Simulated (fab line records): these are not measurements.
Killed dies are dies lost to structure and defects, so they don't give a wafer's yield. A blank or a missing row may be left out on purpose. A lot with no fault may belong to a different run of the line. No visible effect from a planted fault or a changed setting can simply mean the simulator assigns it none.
Which tool did it? / flow n5_finfet / 41 wafers from 14 lots sampled at 3 of the route's 1938 steps

== WHAT THE GAUGES READ, wafer by wafer ==
N5_BEOL_M5_CD_MEAS_18: pitch 56 nm, target cd 28 nm. Usual: cd_nm 28.1 nm, standard deviation 0.46.
lot=L753; measured=day 9 00:58; on=cd_sem-03; cd_nm (nm)=28.6 28.3 29.1; flag=
lot=L754; measured=day 9 01:05; on=cd_sem-01; cd_nm (nm)=27.9 27.7 27.8; flag=
lot=L755; measured=day 9 18:05; on=cd_sem-01; cd_nm (nm)=28.5 27.5 27.8; flag=
lot=L757; measured=day 10 03:20; on=cd_sem-01; cd_nm (nm)=27.4 28.3 27.0; flag=
lot=L756; measured=day 10 03:17; on=cd_sem-03; cd_nm (nm)=27.9 28.0 28.4; flag=
lot=L758; measured=day 10 06:54; on=cd_sem-02; cd_nm (nm)=28.5 27.8 27.8; flag=
lot=L759; measured=day 10 13:56; on=cd_sem-02; cd_nm (nm)=29.0 29.0 27.5; flag=
lot=L765; measured=day 11 22:03; on=cd_sem-01; cd_nm (nm)=27.7 28.0 27.7; flag=
lot=L764; measured=day 12 00:05; on=cd_sem-01; cd_nm (nm)=28.2 28.0 28.8; flag=
lot=L771; measured=day 13 02:26; on=cd_sem-03; cd_nm (nm)=28.1 27.8 27.5; flag=
lot=L772; measured=day 13 23:49; on=cd_sem-02; cd_nm (nm)=28.4 27.7 28.8; flag=
lot=L774; measured=day 14 00:14; on=cd_sem-03; cd_nm (nm)=27.7 27.7 27.5; flag=
lot=L773; measured=day 14 00:51; on=cd_sem-02; cd_nm (nm)=28.3 28.2 28.3; flag=
lot=L775; measured=day 14 10:16; on=cd_sem-03; cd_nm (nm)=28.1 28.2; flag=

== EACH LOT AND THE TOOL THAT RAN IT (in order: tool; ch and the chambers of the sampled wafers; start) ==
lot=L753; N5_BEOL_M4_DEP_57=pecvd-01 ch 0,2, day 8 20:32; N5_BEOL_M5_DESCUM_16=rie_diel-03 ch 1,2, day 9 00:31
lot=L754; N5_BEOL_M4_DEP_57=pecvd-01 ch 0,2, day 8 21:00; N5_BEOL_M5_DESCUM_16=rie_diel-06 ch 1,3, day 9 00:33
lot=L755; N5_BEOL_M4_DEP_57=pecvd-02 ch 0,2, day 9 14:32; N5_BEOL_M5_DESCUM_16=rie_diel-06 ch 0,2,3, day 9 17:39
lot=L757; N5_BEOL_M4_DEP_57=pecvd-03 ch 0,1,2, day 9 23:09; N5_BEOL_M5_DESCUM_16=rie_diel-04 ch 2,3, day 10 02:49
lot=L756; N5_BEOL_M4_DEP_57=pecvd-01 ch 0,1, day 9 23:19; N5_BEOL_M5_DESCUM_16=rie_diel-06 ch 0,2, day 10 02:52
lot=L758; N5_BEOL_M4_DEP_57=pecvd-03 ch 0,1,2, day 10 03:01; N5_BEOL_M5_DESCUM_16=rie_diel-03 ch 0,2,3, day 10 06:28
lot=L759; N5_BEOL_M4_DEP_57=pecvd-03 ch 0,1,2, day 10 07:27; N5_BEOL_M5_DESCUM_16=rie_diel-03 ch 2,3, day 10 13:30
lot=L765; N5_BEOL_M4_DEP_57=pecvd-01 ch 0,1,2, day 11 18:17; N5_BEOL_M5_DESCUM_16=rie_diel-03 ch 0,1, day 11 21:23
lot=L764; N5_BEOL_M4_DEP_57=pecvd-03 ch 1,2, day 11 20:35; N5_BEOL_M5_DESCUM_16=rie_diel-06 ch 0,1,3, day 11 23:39
lot=L771; N5_BEOL_M4_DEP_57=pecvd-03 ch 1,2, day 12 22:13; N5_BEOL_M5_DESCUM_16=rie_diel-03 ch 0,1,3, day 13 01:59
lot=L772; N5_BEOL_M4_DEP_57=pecvd-03 ch 1,2, day 13 18:31; N5_BEOL_M5_DESCUM_16=rie_diel-03 ch 0,1, day 13 23:23
lot=L774; N5_BEOL_M4_DEP_57=pecvd-03 ch 0,2, day 13 20:13; N5_BEOL_M5_DESCUM_16=rie_diel-03 ch 0,1,3, day 13 23:43
lot=L773; N5_BEOL_M4_DEP_57=pecvd-01 ch 0,1, day 13 20:44; N5_BEOL_M5_DESCUM_16=rie_diel-06 ch 2,3, day 14 00:25
lot=L775; N5_BEOL_M4_DEP_57=pecvd-01 ch 0,1, day 14 06:35; N5_BEOL_M5_DESCUM_16=rie_diel-06 ch 2,3, day 14 09:50
- N5_BEOL_M4_DEP_57: deposits SiCN from 3MS/NH3, target thk 8 nm, time 14 s.
- N5_BEOL_M5_DESCUM_16: chemistry O2, time 7 s.

== AS READ BY THE TOOLS THEMSELVES (means over the sampled wafers that have a number; for cases with no such wafer, the mark the record gives instead) ==
N5_BEOL_M4_DEP_57. Usual: rf_fwd_power_W 199.2 W, standard deviation 1; showerhead_plenum_p_Torr 3.660 Torr, standard deviation 0.015; throttle_valve_pct 9.2 %, standard deviation 0.91.
lot=L753; tool=pecvd-01; rf_fwd_power_W (W)=199.4; showerhead_plenum_p_Torr (Torr)=3.657; throttle_valve_pct (%)=9.2; flag=
lot=L754; tool=pecvd-01; rf_fwd_power_W (W)=198.9; showerhead_plenum_p_Torr (Torr)=3.654; throttle_valve_pct (%)=9.2; flag=
lot=L755; tool=pecvd-02; rf_fwd_power_W (W)=200.3; showerhead_plenum_p_Torr (Torr)=3.676; throttle_valve_pct (%)=8.6; flag=
lot=L757; tool=pecvd-03; rf_fwd_power_W (W)=198.6; showerhead_plenum_p_Torr (Torr)=3.651; throttle_valve_pct (%)=9.7; flag=
lot=L756; tool=pecvd-01; rf_fwd_power_W (W)=198.6; showerhead_plenum_p_Torr (Torr)=3.668; throttle_valve_pct (%)=9.1; flag=
lot=L758; tool=pecvd-03; rf_fwd_power_W (W)=198.6; showerhead_plenum_p_Torr (Torr)=3.649; throttle_valve_pct (%)=9.5; flag=
lot=L759; tool=pecvd-03; rf_fwd_power_W (W)=198.7; showerhead_plenum_p_Torr (Torr)=3.644; throttle_valve_pct (%)=9.7; flag=
lot=L765; tool=pecvd-01; rf_fwd_power_W (W)=200.3; showerhead_plenum_p_Torr (Torr)=3.657; throttle_valve_pct (%)=9.2; flag=
lot=L764; tool=pecvd-03; rf_fwd_power_W (W)=198.9; showerhead_plenum_p_Torr (Torr)=3.645; throttle_valve_pct (%)=9.1; flag=
lot=L771; tool=pecvd-03; rf_fwd_power_W (W)=199.4; showerhead_plenum_p_Torr (Torr)=3.649; throttle_valve_pct (%)=8.6; flag=
lot=L772; tool=pecvd-03; rf_fwd_power_W (W)=199.5; showerhead_plenum_p_Torr (Torr)=3.638; throttle_valve_pct (%)=8.9; flag=
lot=L774; tool=pecvd-03; rf_fwd_power_W (W)=197.7; showerhead_plenum_p_Torr (Torr)=3.661; throttle_valve_pct (%)=10.1; flag=
lot=L773; tool=pecvd-01; rf_fwd_power_W (W)=199.2; showerhead_plenum_p_Torr (Torr)=3.669; throttle_valve_pct (%)=9.2; flag=
lot=L775; tool=pecvd-01; rf_fwd_power_W (W)=198.8; showerhead_plenum_p_Torr (Torr)=3.666; throttle_valve_pct (%)=9.0; flag=

N5_BEOL_M5_DESCUM_16. Usual: drypump_motor_current_A 5.7 A, standard deviation 0.47; oes_product_au 0.80 a.u., standard deviation 0.081; rf_fwd_power_W 49.28 W, standard deviation 0.21; rf_vpp_V 243.1 V, standard deviation 1.3; showerhead_plenum_p_Torr 2.09 Torr, standard deviation 0.062; throttle_valve_pct 20.46 %, standard deviation 0.22.
lot=L753; tool=rie_diel-03; drypump_motor_current_A (A)=5.3; oes_product_au (a.u.)=0.92; rf_fwd_power_W (W)=49.12; rf_vpp_V (V)=243.1; showerhead_plenum_p_Torr (Torr)=2.12; throttle_valve_pct (%)=20.20; flag=
lot=L754; tool=rie_diel-06; drypump_motor_current_A (A)=6.0; oes_product_au (a.u.)=0.85; rf_fwd_power_W (W)=49.23; rf_vpp_V (V)=243.4; showerhead_plenum_p_Torr (Torr)=2.11; throttle_valve_pct (%)=20.38; flag=
lot=L755; tool=rie_diel-06; drypump_motor_current_A (A)=5.8; oes_product_au (a.u.)=0.79; rf_fwd_power_W (W)=49.46; rf_vpp_V (V)=243.1; showerhead_plenum_p_Torr (Torr)=2.07; throttle_valve_pct (%)=20.32; flag=
lot=L757; tool=rie_diel-04; drypump_motor_current_A (A)=5.4; oes_product_au (a.u.)=0.80; rf_fwd_power_W (W)=49.35; rf_vpp_V (V)=241.0; showerhead_plenum_p_Torr (Torr)=2.04; throttle_valve_pct (%)=20.69; flag=
lot=L756; tool=rie_diel-06; drypump_motor_current_A (A)=5.7; oes_product_au (a.u.)=0.73; rf_fwd_power_W (W)=49.37; rf_vpp_V (V)=242.7; showerhead_plenum_p_Torr (Torr)=2.04; throttle_valve_pct (%)=20.40; flag=
lot=L758; tool=rie_diel-03; drypump_motor_current_A (A)=5.6; oes_product_au (a.u.)=0.83; rf_fwd_power_W (W)=49.14; rf_vpp_V (V)=242.8; showerhead_plenum_p_Torr (Torr)=2.08; throttle_valve_pct (%)=20.39; flag=
lot=L759; tool=rie_diel-03; drypump_motor_current_A (A)=5.7; oes_product_au (a.u.)=0.88; rf_fwd_power_W (W)=49.17; rf_vpp_V (V)=243.1; showerhead_plenum_p_Torr (Torr)=2.08; throttle_valve_pct (%)=20.26; flag=
lot=L765; tool=rie_diel-03; drypump_motor_current_A (A)=5.2; oes_product_au (a.u.)=0.75; rf_fwd_power_W (W)=49.30; rf_vpp_V (V)=244.3; showerhead_plenum_p_Torr (Torr)=2.12; throttle_valve_pct (%)=20.50; flag=
lot=L764; tool=rie_diel-06; drypump_motor_current_A (A)=5.7; oes_product_au (a.u.)=0.79; rf_fwd_power_W (W)=49.26; rf_vpp_V (V)=243.4; showerhead_plenum_p_Torr (Torr)=2.06; throttle_valve_pct (%)=20.38; flag=
lot=L771; tool=rie_diel-03; drypump_motor_current_A (A)=5.6; oes_product_au (a.u.)=0.81; rf_fwd_power_W (W)=49.09; rf_vpp_V (V)=244.3; showerhead_plenum_p_Torr (Torr)=2.14; throttle_valve_pct (%)=20.58; flag=
lot=L772; tool=rie_diel-03; drypump_motor_current_A (A)=5.3; oes_product_au (a.u.)=0.79; rf_fwd_power_W (W)=49.28; rf_vpp_V (V)=245.2; showerhead_plenum_p_Torr (Torr)=2.16; throttle_valve_pct (%)=20.54; flag=
lot=L774; tool=rie_diel-03; drypump_motor_current_A (A)=5.6; oes_product_au (a.u.)=0.80; rf_fwd_power_W (W)=49.33; rf_vpp_V (V)=243.9; showerhead_plenum_p_Torr (Torr)=2.13; throttle_valve_pct (%)=20.58; flag=
lot=L773; tool=rie_diel-06; drypump_motor_current_A (A)=6.1; oes_product_au (a.u.)=0.90; rf_fwd_power_W (W)=49.55; rf_vpp_V (V)=243.5; showerhead_plenum_p_Torr (Torr)=2.07; throttle_valve_pct (%)=20.31; flag=
lot=L775; tool=rie_diel-06; drypump_motor_current_A (A)=6.1; oes_product_au (a.u.)=0.88; rf_fwd_power_W (W)=49.57; rf_vpp_V (V)=243.6; showerhead_plenum_p_Torr (Torr)=2.08; throttle_valve_pct (%)=20.31; flag=

== THE ANSWER, worked out from the rows above alone ==
Rule: lot off if the mean of its wafers having a number is beyond 3 standard deviations from the usual mean. Also off: a lot with no number at a reading for which 4 or more lots have one. All remaining lots with rows at the step are treated as sound. The gauges are gone through in route order, then the tools' own readings, and for those a lot's mean is taken as printed above. The first step at which some lot is off is used, and at that step the reading that is off furthest; a lot without a number counts as furthest.
Across all readings shown, no lot is off: no conclusion can be drawn from this.

== WHAT WAS PUT IN BY THE SIMULATOR ==
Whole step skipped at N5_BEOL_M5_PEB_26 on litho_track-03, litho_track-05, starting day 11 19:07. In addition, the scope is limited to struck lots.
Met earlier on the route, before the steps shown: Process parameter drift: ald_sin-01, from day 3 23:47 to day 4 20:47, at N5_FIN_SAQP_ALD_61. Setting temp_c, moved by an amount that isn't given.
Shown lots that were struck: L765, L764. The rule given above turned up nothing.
